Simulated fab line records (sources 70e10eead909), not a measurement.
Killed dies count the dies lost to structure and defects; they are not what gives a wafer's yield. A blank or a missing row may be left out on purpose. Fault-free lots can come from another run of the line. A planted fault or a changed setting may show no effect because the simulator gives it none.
Which tool did it? -- flow nand_harc -- 33 wafers from 11 lots sampled at 5 of the route's 1302 steps

== WHAT EACH GAUGE READ, for each wafer ==
NHARC_P_GATE_INSPECT_68.
lot,measured,on,raw_defect_count
L565,day 5 23:50,defect_inspect-02,255 258 212
L568,day 7 08:17,defect_inspect-02,204 170 270
L571,day 8 16:26,defect_inspect-02,130 120 189
L572,day 9 00:28,defect_inspect-02,175 209 535
L573,day 9 07:14,defect_inspect-02,270 618 194
L580,day 12 08:11,defect_inspect-02,125 120 157
L583,day 13 11:22,defect_inspect-01,173 183 211
L584,day 13 12:45,defect_inspect-02,192 107 136
L585,day 14 01:47,defect_inspect-02,126 146 150
L586,day 14 07:40,defect_inspect-02,211 195 120
L588,day 15 08:20,defect_inspect-01,155 151 139

== TOOL THAT RAN EACH LOT (tool first, then ch and the chambers of the sampled wafers, then the start) ==
lot,NHARC_P_GATE_ETCHBACK_37,NHARC_P_GATE_STRIP_111,NHARC_P_GATE_STRIP_113,NHARC_P_GATE_RTA_64
L565,"rie_diel-10 ch 0,1, day 5 16:22","plasma_asher-01 ch 0,1, day 5 17:59","plasma_asher-02 ch 1, day 5 21:25","rtp_anneal-02 ch 0, day 5 22:35"
L568,"rie_diel-06 ch 0,3, day 7 00:36","plasma_asher-02 ch 0,1, day 7 02:08","plasma_asher-02 ch 0,1, day 7 05:44","rtp_anneal-02 ch 0, day 7 07:02"
L571,"rie_diel-10 ch 1,2,3, day 8 09:05","plasma_asher-02 ch 0,1, day 8 10:35","plasma_asher-01 ch 0,1, day 8 14:08","rtp_anneal-01 ch 0, day 8 15:16"
L572,"rie_diel-07 ch 0,1,3, day 8 16:59","plasma_asher-02 ch 0,1, day 8 18:24","plasma_asher-01 ch 0,1, day 8 21:56","rtp_anneal-01 ch 0, day 8 23:13"
L573,"rie_diel-07 ch 0,2,3, day 8 23:47","plasma_asher-02 ch 0,1, day 9 01:20","plasma_asher-02 ch 0,1, day 9 04:41","rtp_anneal-01 ch 0, day 9 05:58"
L580,"rie_diel-07 ch 1,2,3, day 12 00:38","plasma_asher-02 ch 0,1, day 12 02:10","plasma_asher-01 ch 0,1, day 12 05:38","rtp_anneal-01 ch 0, day 12 06:55"
L583,"rie_diel-07 ch 0,1,2, day 13 03:50","plasma_asher-01 ch 0, day 13 05:25","plasma_asher-02 ch 0,1, day 13 08:50","rtp_anneal-02 ch 0, day 13 10:09"
L584,"rie_diel-10 ch 2,3, day 13 05:14","plasma_asher-01 ch 0,1, day 13 06:46","plasma_asher-01 ch 0,1, day 13 10:13","rtp_anneal-02 ch 0, day 13 11:31"
L585,"rie_diel-06 ch 0,2, day 13 18:19","plasma_asher-02 ch 0,1, day 13 19:59","plasma_asher-01 ch 0,1, day 13 23:29","rtp_anneal-02 ch 0, day 14 00:35"
L586,"rie_diel-07 ch 2,3, day 14 00:10","plasma_asher-01 ch 0,1, day 14 01:50","plasma_asher-02 ch 0, day 14 05:14","rtp_anneal-01 ch 0, day 14 06:26"
L588,"rie_diel-07 ch 0,1,2, day 15 00:48","plasma_asher-01 ch 0, day 15 02:29","plasma_asher-01 ch 0, day 15 05:48","rtp_anneal-01 ch 0, day 15 07:07"
- NHARC_P_GATE_ETCHBACK_37: etches the open film in CHF3/O2, target depth 34.5 nm, time 17.2 s.
- NHARC_P_GATE_STRIP_111: strips in N2/H2, time 250 s.
- NHARC_P_GATE_STRIP_113: strips in N2/H2, time 740 s.
- NHARC_P_GATE_RTA_64: time 1 s.

== THE ANSWER, worked out from the rows above alone ==
Rule: what is usual is taken from the lots themselves. Put in order of their means at a reading, lots are off if they are a third of the lots or fewer, leave a main group of 4 or more, and stand apart from it by a gap of 3 or more times the standard deviation of the main group's means; of several such gaps the widest counts. If all means in a main group match to the digits the tables above print for the reading, that group is not used. Also off: a lot with no number at a reading for which 4 or more lots have one. All remaining lots with rows at the step are treated as sound.
Across all readings shown, no lot is off: no conclusion can be drawn from this.

== WHAT HAD BEEN PUT IN BY THE SIMULATOR ==
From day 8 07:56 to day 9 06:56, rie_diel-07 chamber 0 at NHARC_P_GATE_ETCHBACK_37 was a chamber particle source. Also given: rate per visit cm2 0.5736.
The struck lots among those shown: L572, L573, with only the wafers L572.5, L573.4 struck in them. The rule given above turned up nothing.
